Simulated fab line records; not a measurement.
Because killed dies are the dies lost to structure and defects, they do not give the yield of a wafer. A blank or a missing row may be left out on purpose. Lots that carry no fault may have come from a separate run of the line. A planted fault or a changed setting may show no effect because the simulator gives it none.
Which tool was responsible?	flow nandHarc	Sampling: 24 lots, 72 wafers, 6 of 1302 route steps

WHAT THE GAUGES READ, wafer by wafer
NHARC_A_M1_INSPECT_11.
lot	measured	on	rawDefectCount
L074	day 23 03:31	defectInspect-02	87 67 65
L075	day 23 14:38	defectInspect-02	121 126 114
L079	day 23 20:59	defectInspect-01	146 125 147
L077	day 23 23:41	defectInspect-02	20 18 14
L076	day 24 04:47	defectInspect-02	158 148 163
L078	day 24 05:13	defectInspect-01	21 29 20
L080	day 24 19:40	defectInspect-02	115 127 109
L082	day 25 08:59	defectInspect-01	128 120 127
L081	day 26 01:35	defectInspect-02	87 83 88
L083	day 26 17:56	defectInspect-01	80 83 70
L084	day 26 21:34	defectInspect-02	79 103 87
L086	day 27 06:19	defectInspect-02	26 18 28
L085	day 27 07:58	defectInspect-02	95 93 90
L087	day 28 07:19	defectInspect-01	62 70 78
L088	day 28 19:11	defectInspect-01	142 141 141
L089	day 28 20:01	defectInspect-01	69 69 75
L090	day 29 14:53	defectInspect-01	145 141 135
L091	day 30 04:05	defectInspect-02	88 89 84
L092	day 30 13:26	defectInspect-02	59 60 58
L094	day 30 19:32	defectInspect-01	83 72 59
L093	day 30 21:26	defectInspect-02	69 69 74
L096	day 31 20:29	defectInspect-02	64 85 78
L095	day 32 23:50	defectInspect-02	88 87 80
L097	day 33 12:59	defectInspect-01	91 94 106

NHARC_A_M1_INSPECT_27.
lot	measured	on	rawDefectCount
L074	day 23 06:10	defectInspect-02	484 569 609
L075	day 23 17:16	defectInspect-02	451 483 597
L079	day 23 23:37	defectInspect-02	555 664 554
L077	day 24 02:19	defectInspect-02	441 620 421
L076	day 24 07:26	defectInspect-02	510 700 548
L078	day 24 07:52	defectInspect-01	301 359 413
L080	day 24 22:18	defectInspect-02	504 392 332
L082	day 25 11:38	defectInspect-02	618 588 547
L081	day 26 04:14	defectInspect-02	503 437 363
L083	day 26 20:34	defectInspect-01	472 494 487
L084	day 27 00:32	defectInspect-02	638 598 429
L086	day 27 09:01	defectInspect-02	386 509 419
L085	day 27 10:37	defectInspect-02	391 405 508
L087	day 28 09:58	defectInspect-01	560 733 712
L088	day 28 22:06	defectInspect-01	565 622 580
L089	day 28 23:02	defectInspect-02	427 512 523
L090	day 29 17:32	defectInspect-01	435 460 608
L091	day 30 06:48	defectInspect-01	607 605 697
L092	day 30 16:03	defectInspect-02	402 484 394
L094	day 30 22:12	defectInspect-01	520 629 563
L093	day 31 00:05	defectInspect-01	527 384 447
L096	day 31 23:08	defectInspect-01	502 630 546
L095	day 33 02:28	defectInspect-02	492 464 515
L097	day 33 15:37	defectInspect-01	492 473 478

NHARC_A_BONDPAD_THK_MEAS_30: measures by ellipsometry.
lot	measured	on	thkNm (nm)
L074	day 23 07:31	filmMetro-01	199.7 200.7 200.3
L075	day 23 18:37	filmMetro-02	199.2 198.9 200.1
L079	day 24 00:59	filmMetro-02	202.1 202.3 201.0
L077	day 24 03:41	filmMetro-01	201.4 199.1 199.8
L076	day 24 08:55	filmMetro-01	198.3 200.2 200.1
L078	day 24 09:13	filmMetro-01	200.4 199.7 200.9
L080	day 24 23:39	filmMetro-02	197.5 199.8 198.0
L082	day 25 13:01	filmMetro-01	199.1 197.4 201.6
L081	day 26 05:35	filmMetro-01	200.1 201.1 199.4
L083	day 26 22:04	filmMetro-01	200.7 200.6 201.0
L084	day 27 01:54	filmMetro-02	200.2 198.9 199.3
L086	day 27 10:41	filmMetro-02	200.0 199.9 199.9
L085	day 27 12:08	filmMetro-01	200.4 200.8 199.4
L087	day 28 11:28	filmMetro-01	200.6 199.6 200.2
L088	day 28 23:28	filmMetro-02	199.5 198.4 201.3
L089	day 29 00:24	filmMetro-01	200.4 200.3 202.3
L090	day 29 18:53	filmMetro-01	198.4 198.7 199.8
L091	day 30 08:09	filmMetro-01	200.9 201.5 201.1
L092	day 30 17:25	filmMetro-02	200.3 202.1 201.8
L094	day 30 23:34	filmMetro-01	200.3 200.5 200.4
L093	day 31 01:26	filmMetro-01	200.5 199.9 201.8
L096	day 32 00:29	filmMetro-02	200.8 200.3 199.6
L095	day 33 03:52	filmMetro-01	201.3 200.3 202.6
L097	day 33 16:59	filmMetro-01	199.4 198.8 201.2

WHICH TOOL RAN EACH LOT (tool, then ch and the chambers of the sampled wafers, then the start)
lot	NHARC_A_M0_PRE_CLEAN_31	NHARC_A_M1_ETCH_15	NHARC_A_M1_PRE_CLEAN_30
L074	pecvd-02 ch 0,1,2, day 23 02:04	rieDiel-11 ch 1,2,3, day 23 06:10 or earlier	pvdSputter-01, day 23 06:10 or earlier
L075	pecvd-04 ch 0,1,2, day 23 13:19	rieDiel-11 ch 1,2, day 23 17:16 or earlier	pvdSputter-02, day 23 17:16 or earlier
L079	pecvd-02 ch 1,2, day 23 19:41	rieDiel-06 ch 1,2,3, day 23 23:37 or earlier	pvdSputter-02, day 23 23:37 or earlier
L077	pecvd-01 ch 0,1, day 23 22:14	rieDiel-06 ch 1,3, day 24 02:19 or earlier	pvdSputter-01, day 24 02:19 or earlier
L076	pecvd-01 ch 0,1,2, day 24 03:19	rieDiel-06 ch 1,2,3, day 24 07:26 or earlier	pvdSputter-02, day 24 07:26 or earlier
L078	pecvd-02 ch 0,1,2, day 24 03:48	rieDiel-06 ch 0,1, day 24 07:52 or earlier	pvdSputter-03, day 24 07:52 or earlier
L080	pecvd-02 ch 0,1,2, day 24 18:15	rieDiel-11 ch 0,1,3, day 24 22:18 or earlier	pvdSputter-03, day 24 22:18 or earlier
L082	pecvd-02 ch 0,1,2, day 25 07:32	rieDiel-06 ch 0,2,3, day 25 11:38 or earlier	pvdSputter-03, day 25 11:38 or earlier
L081	pecvd-04 ch 0,1,2, day 26 00:09	rieDiel-06 ch 0,1,2, day 26 04:14 or earlier	pvdSputter-03, day 26 04:14 or earlier
L083	pecvd-04 ch 0,1,2, day 26 16:29	rieDiel-06 ch 1,2,3, day 26 20:34 or earlier	pvdSputter-01, day 26 20:34 or earlier
L084	pecvd-01 ch 0,1,2, day 26 20:07	rieDiel-13 ch 2,3, day 27 00:32 or earlier	pvdSputter-02, day 27 00:32 or earlier
L086	pecvd-02 ch 0,1,2, day 27 04:55	rieDiel-06 ch 0,1,2, day 27 09:01 or earlier	pvdSputter-01, day 27 09:01 or earlier
L085	pecvd-02 ch 0,1, day 27 06:31	rieDiel-11 ch 0,1,3, day 27 10:37 or earlier	pvdSputter-01, day 27 10:37 or earlier
L087	pecvd-01 ch 0,1, day 28 05:44	rieDiel-06 ch 0,1, day 28 09:58 or earlier	pvdSputter-01, day 28 09:58 or earlier
L088	pecvd-04 ch 0,1, day 28 17:47	rieDiel-13 ch 1,2,3, day 28 22:06 or earlier	pvdSputter-02, day 28 22:06 or earlier
L089	pecvd-02 ch 0,1,2, day 28 18:34	rieDiel-13 ch 0,1,3, day 28 23:02 or earlier	pvdSputter-01, day 28 23:02 or earlier
L090	pecvd-04 ch 0,2, day 29 13:26	rieDiel-11 ch 1,2, day 29 17:32 or earlier	pvdSputter-01, day 29 17:32 or earlier
L091	pecvd-01 ch 0,1, day 30 02:39	rieDiel-11 ch 1,2,3, day 30 06:48 or earlier	pvdSputter-02, day 30 06:48 or earlier
L092	pecvd-01 ch 0,1,2, day 30 12:06	rieDiel-11 ch 0,2,3, day 30 16:03 or earlier	pvdSputter-02, day 30 16:03 or earlier
L094	pecvd-01 ch 0,1,2, day 30 18:14	rieDiel-11 ch 0,3, day 30 22:12 or earlier	pvdSputter-03, day 30 22:12 or earlier
L093	pecvd-02 ch 0,1, day 30 19:53	rieDiel-13 ch 0,1,3, day 31 00:05 or earlier	pvdSputter-02, day 31 00:05 or earlier
L096	pecvd-01 ch 0,1,2, day 31 19:02	rieDiel-13 ch 1,2,3, day 31 23:08 or earlier	pvdSputter-01, day 31 23:08 or earlier
L095	pecvd-04 ch 0,1,2, day 32 22:22	rieDiel-13 ch 0,1,3, day 33 02:28 or earlier	pvdSputter-03, day 33 02:28 or earlier
L097	pecvd-04 ch 0,1,2, day 33 11:34	rieDiel-13 ch 0,2, day 33 15:37 or earlier	pvdSputter-02, day 33 15:37 or earlier
- NHARC_A_M0_PRE_CLEAN_31: time 12 s.
- NHARC_A_M1_ETCH_15: etches the open film in C4F8/Ar, target depth 182.5 nm, time 91.2 s.
- NHARC_A_M1_PRE_CLEAN_30: time 30 s.

WHAT THE TOOLS THEMSELVES READ (means of the sampled wafers that have a number; where no wafer has one, the mark that the record gives instead)
NHARC_A_M0_PRE_CLEAN_31.
lot	tool	heaterPowerW (W)
L074	pecvd-02	728
L075	pecvd-04	697
L079	pecvd-02	617
L077	pecvd-01	669
L076	pecvd-01	692
L078	pecvd-02	699
L080	pecvd-02	671
L082	pecvd-02	681
L081	pecvd-04	708
L083	pecvd-04	690
L084	pecvd-01	681
L086	pecvd-02	691
L085	pecvd-02	764
L087	pecvd-01	727
L088	pecvd-04	706
L089	pecvd-02	703
L090	pecvd-04	786
L091	pecvd-01	643
L092	pecvd-01	672
L094	pecvd-01	675
L093	pecvd-02	742
L096	pecvd-01	661
L095	pecvd-04	690
L097	pecvd-04	666

NHARC_A_M1_ETCH_15.
lot	tool	biasW (W)	oesProductAu (a.u.)	rfVppV (V)
L074	rieDiel-11	299.8	0.914	439.9
L075	rieDiel-11	301.0	0.975	438.9
L079	rieDiel-06	299.7	0.914	440.0
L077	rieDiel-06	299.7	0.964	439.2
L076	rieDiel-06	300.1	0.972	439.6
L078	rieDiel-06	300.2	0.934	440.9
L080	rieDiel-11	299.8	0.933	441.3
L082	rieDiel-06	300.0	0.970	442.0
L081	rieDiel-06	300.7	0.968	441.4
L083	rieDiel-06	300.6	0.929	440.0
L084	rieDiel-13	300.2	0.922	441.1
L086	rieDiel-06	299.4	0.973	440.7
L085	rieDiel-11	300.8	0.975	440.5
L087	rieDiel-06	300.7	0.972	443.4
L088	rieDiel-13	299.6	0.974	439.5
L089	rieDiel-13	300.3	0.927	438.5
L090	rieDiel-11	300.1	0.919	441.0
L091	rieDiel-11	300.3	0.930	439.3
L092	rieDiel-11	300.5	0.927	438.0
L094	rieDiel-11	299.6	0.978	438.6
L093	rieDiel-13	300.4	0.969	438.7
L096	rieDiel-13	299.7	0.974	440.7
L095	rieDiel-13	299.9	0.973	438.5
L097	rieDiel-13	299.9	0.953	440.0

NHARC_A_M1_PRE_CLEAN_30.
lot	tool	heaterPowerW (W)
L074	pvdSputter-01	404
L075	pvdSputter-02	409
L079	pvdSputter-02	405
L077	pvdSputter-01	397
L076	pvdSputter-02	408
L078	pvdSputter-03	400
L080	pvdSputter-03	413
L082	pvdSputter-03	391
L081	pvdSputter-03	367
L083	pvdSputter-01	414
L084	pvdSputter-02	406
L086	pvdSputter-01	411
L085	pvdSputter-01	389
L087	pvdSputter-01	411
L088	pvdSputter-02	402
L089	pvdSputter-01	407
L090	pvdSputter-01	412
L091	pvdSputter-02	413
L092	pvdSputter-02	428
L094	pvdSputter-03	379
L093	pvdSputter-02	445
L096	pvdSputter-01	398
L095	pvdSputter-03	390
L097	pvdSputter-02	404

THE ANSWER, worked out from the rows above alone
Rule: the lots themselves supply what counts as usual. The widest of any qualifying gaps counts: lots, ordered by their means at a reading, are off when they make up no more than a third of the lots, leave a main group of 4 or more, and stand apart from it by 3 or more times the standard deviation of that group's means. If all means in a main group match to the digits the tables above print for the reading, that group is not used. A lot without any number at a reading at which 4 lots or more have one is off too. Where the step has rows for the other lots, those lots are counted as sound. After the gauges, taken in route order, come the tools' own readings; for these a lot's mean is taken, as printed above. At the first step where some lot is off, the reading lying furthest off is the one used; lots without a number count as furthest.
None of the lots is off at any reading shown; this tells nothing.

WHAT THE SIMULATOR HAD PUT IN
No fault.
